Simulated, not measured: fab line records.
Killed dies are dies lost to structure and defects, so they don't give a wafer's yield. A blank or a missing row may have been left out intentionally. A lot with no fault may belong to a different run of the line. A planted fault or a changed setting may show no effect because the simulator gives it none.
Which tool is to blame? | flow nand-harc | 11 lots with 33 wafers sampled at 4 steps, on a route of 1302 steps

== WHAT EACH GAUGE READ, for each wafer ==
NHARC_A_CONTACT_CD_MEAS_69: target cd 300 nm. Usual: cd-nm reads 300.1 nm (standard deviation 0.53).
lot  | measured     | on        | cd-nm (nm)        | flag
L218 | day 23 05:29 | cd-sem-02 | 299.7 300.5 301.0 |
L219 | day 23 05:20 | cd-sem-03 | 298.7 300.2 299.2 |
L220 | day 23 16:02 | cd-sem-01 | 300.7 300.7 300.1 |
L221 | day 25 00:35 | cd-sem-02 | 300.9 300.9 301.3 |
L223 | day 25 18:45 | cd-sem-02 | 300.4 300.2 300.4 |
L224 | day 25 19:10 | cd-sem-02 | 300.4 300.4 300.0 |
L229 | day 27 17:06 | cd-sem-01 | 313.9 314.2 314.6 | OFF
L232 | day 28 19:11 | cd-sem-03 | 312.6 311.3 311.5 | OFF
L235 | day 29 12:02 | cd-sem-01 | 309.2 309.3 309.0 | OFF
L237 | day 31 09:46 | cd-sem-01 | 300.5 300.1 299.1 |
L239 | day 31 22:10 | cd-sem-02 | 300.4 300.1 300.5 |

== EACH LOT AND THE TOOL THAT RAN IT (in order: tool; ch and the chambers of the sampled wafers; start) ==
lot  | NHARC_A_CONTACT_ETCH_119             | NHARC_A_CONTACT_STRIP_55                      | NHARC_A_CONTACT_EXPOSE_66
L218 | har-cap-etch-01 ch 0,1, day 22 21:20 | rie-diel-04 ch 1,2,3, day 23 05:20 or earlier | arfi-scanner-02 ch 0, day 23 05:20
L219 | har-cap-etch-03 ch 0,1, day 22 21:49 | rie-diel-04 ch 0,1,2, day 23 05:11 or earlier | arfi-scanner-03 ch 0, day 23 05:11
L220 | har-cap-etch-02 ch 0,1, day 23 05:09 | rie-diel-05 ch 0,3, day 23 15:53 or earlier   | arfi-scanner-01 ch 0, day 23 15:53
L221 | har-cap-etch-01 ch 0,1, day 24 17:49 | rie-diel-04 ch 0,3, day 25 00:27 or earlier   | arfi-scanner-03 ch 0, day 25 00:27
L223 | har-cap-etch-01 ch 0, day 25 08:09   | rie-diel-02 ch 0,1,2, day 25 18:37 or earlier | arfi-scanner-03 ch 0, day 25 18:37
L224 | har-cap-etch-03 ch 0,1, day 25 09:13 | rie-diel-02 ch 0,1,3, day 25 19:02 or earlier | arfi-scanner-01 ch 0, day 25 19:02
L229 | har-cap-etch-02 ch 0,1, day 27 10:20 | rie-diel-04 ch 2,3, day 27 16:58 or earlier   | arfi-scanner-01 ch 0, day 27 16:58
L232 | har-cap-etch-02 ch 0,1, day 28 10:40 | rie-diel-04 ch 1,2, day 28 19:04 or earlier   | arfi-scanner-01 ch 0, day 28 19:04
L235 | har-cap-etch-02 ch 0,1, day 29 05:22 | rie-diel-05 ch 1,2,3, day 29 11:54 or earlier | arfi-scanner-01 ch 0, day 29 11:54
L237 | har-cap-etch-01 ch 0,1, day 31 02:47 | rie-diel-04 ch 1,2,3, day 31 09:38 or earlier | arfi-scanner-02 ch 0, day 31 09:38
L239 | har-cap-etch-03 ch 0,1, day 31 15:02 | rie-diel-05 ch 0,2,3, day 31 22:02 or earlier | arfi-scanner-02 ch 0, day 31 22:02
- NHARC_A_CONTACT_ETCH_119: etches the open film in C4F8/O2/Ar, time 190 s, target depth 1850 nm.
- NHARC_A_CONTACT_STRIP_55: strips in O2.
- NHARC_A_CONTACT_EXPOSE_66: exposes mask A CC 2.

== AS READ BY THE TOOLS THEMSELVES (means over the sampled wafers that have a number; for cases with no such wafer, the mark the record gives instead) ==
NHARC_A_CONTACT_ETCH_119. Usual: chamber-pressure-mTorr reads 20.000 mTorr (standard deviation 0.018).
lot  | tool            | chamber-pressure-mTorr (mTorr) | flag
L218 | har-cap-etch-01 | 19.996                         |
L219 | har-cap-etch-03 | 20.009                         |
L220 | har-cap-etch-02 | 19.987                         |
L221 | har-cap-etch-01 | 20.002                         |
L223 | har-cap-etch-01 | 19.984                         |
L224 | har-cap-etch-03 | 20.001                         |
L229 | har-cap-etch-02 | 20.006                         |
L232 | har-cap-etch-02 | 20.002                         |
L235 | har-cap-etch-02 | 19.992                         |
L237 | har-cap-etch-01 | 20.017                         |
L239 | har-cap-etch-03 | 19.992                         |

NHARC_A_CONTACT_STRIP_55. Usual: chamber-pressure-mTorr 60.00 mTorr, standard deviation 0.055; drypump-motor-current-A 5.81 A, standard deviation 0.25; oes-product-au 0.999 a.u., standard deviation 0.01; rf-vpp-V 57.8 V, standard deviation 0.91; showerhead-plenum-p-Torr 3.56 Torr, standard deviation 0.17; throttle-valve-pct 17.037 %, standard deviation 0.0092.
lot  | tool        | chamber-pressure-mTorr (mTorr) | drypump-motor-current-A (A) | oes-product-au (a.u.) | rf-vpp-V (V) | showerhead-plenum-p-Torr (Torr) | throttle-valve-pct (%) | flag
L218 | rie-diel-04 | 60.00                          | 5.69                        | 1.000                 | 58.0         | 3.64                            | 17.037                 |
L219 | rie-diel-04 | 60.02                          | 5.64                        | 0.995                 | 57.9         | 3.71                            | 17.038                 |
L220 | rie-diel-05 | 60.07                          | 5.86                        | 1.003                 | 58.0         | 3.50                            | 17.029                 |
L221 | rie-diel-04 | 59.96                          | 5.84                        | 1.005                 | 57.6         | 3.62                            | 17.032                 |
L223 | rie-diel-02 | 59.98                          | 5.77                        | 1.019                 | 58.6         | 3.51                            | 17.035                 |
L224 | rie-diel-02 | 59.99                          | 6.04                        | 1.010                 | 56.8         | 3.49                            | 17.045                 |
L229 | rie-diel-04 | 60.02                          | 5.86                        | 0.989                 | 57.8         | 3.55                            | 17.040                 |
L232 | rie-diel-04 | 60.04                          | 5.61                        | 0.999                 | 58.5         | 3.71                            | 17.031                 |
L235 | rie-diel-05 | 60.01                          | 6.01                        | 1.005                 | 58.4         | 3.53                            | 17.036                 |
L237 | rie-diel-04 | 59.94                          | 5.70                        | 0.998                 | 57.8         | 3.62                            | 17.032                 |
L239 | rie-diel-05 | 59.98                          | 5.93                        | 0.999                 | 57.5         | 3.52                            | 17.029                 |

NHARC_A_CONTACT_EXPOSE_66. Usual: exposure-dose-mJ-cm2 59.04, standard deviation 0.072; reticle-temp-C 22.99 C, standard deviation 0.11.
lot  | tool            | exposure-dose-mJ-cm2 | reticle-temp-C (C) | flag
L218 | arfi-scanner-02 | 59.03                | 22.85              |
L219 | arfi-scanner-03 | 59.06                | 23.05              |
L220 | arfi-scanner-01 | 59.04                | 22.90              |
L221 | arfi-scanner-03 | 59.09                | 23.05              |
L223 | arfi-scanner-03 | 59.12                | 23.01              |
L224 | arfi-scanner-01 | 59.01                | 22.96              |
L229 | arfi-scanner-01 | 76.88                | 23.04              | OFF
L232 | arfi-scanner-01 | 73.25                | 22.97              | OFF
L235 | arfi-scanner-01 | 71.02                | 22.87              | OFF
L237 | arfi-scanner-02 | 59.06                | 22.83              |
L239 | arfi-scanner-02 | 59.11                | 22.94              |

== THE ANSWER, worked out from the rows above alone ==
Rule: a lot counts as off when the mean over its wafers that have a number is more than 3 standard deviations away from the usual mean. A lot without any number at a reading at which 4 lots or more have one is off too. All remaining lots with rows at the step are treated as sound. Order of review: gauges by route order, followed by the tools' own readings, for which a lot's mean as printed above is used. The first step at which some lot is off is used, and at that step the reading that is off furthest; a lot without a number counts as furthest.
Off at NHARC_A_CONTACT_CD_MEAS_69 (cd-nm): L229, L232, L235.
A tool fits if, at a process step before that reading, it ran every lot that is off, and no sound lot after the first of them. The gauges at NHARC_A_CONTACT_CD_MEAS_69 aren't tried: what is off there is off at NHARC_A_CONTACT_EXPOSE_66 too, on other tools, and a gauge's error can't cause that. NHARC_A_CONTACT_STRIP_55: start missing for some lots; hours and lot order therefore follow NHARC_A_CONTACT_EXPOSE_66. This does not decide it: 2 tools fit, namely har-cap-etch-02 at NHARC_A_CONTACT_ETCH_119 and arfi-scanner-01 at NHARC_A_CONTACT_EXPOSE_66.

== WHAT THE SIMULATOR HAD INSERTED ==
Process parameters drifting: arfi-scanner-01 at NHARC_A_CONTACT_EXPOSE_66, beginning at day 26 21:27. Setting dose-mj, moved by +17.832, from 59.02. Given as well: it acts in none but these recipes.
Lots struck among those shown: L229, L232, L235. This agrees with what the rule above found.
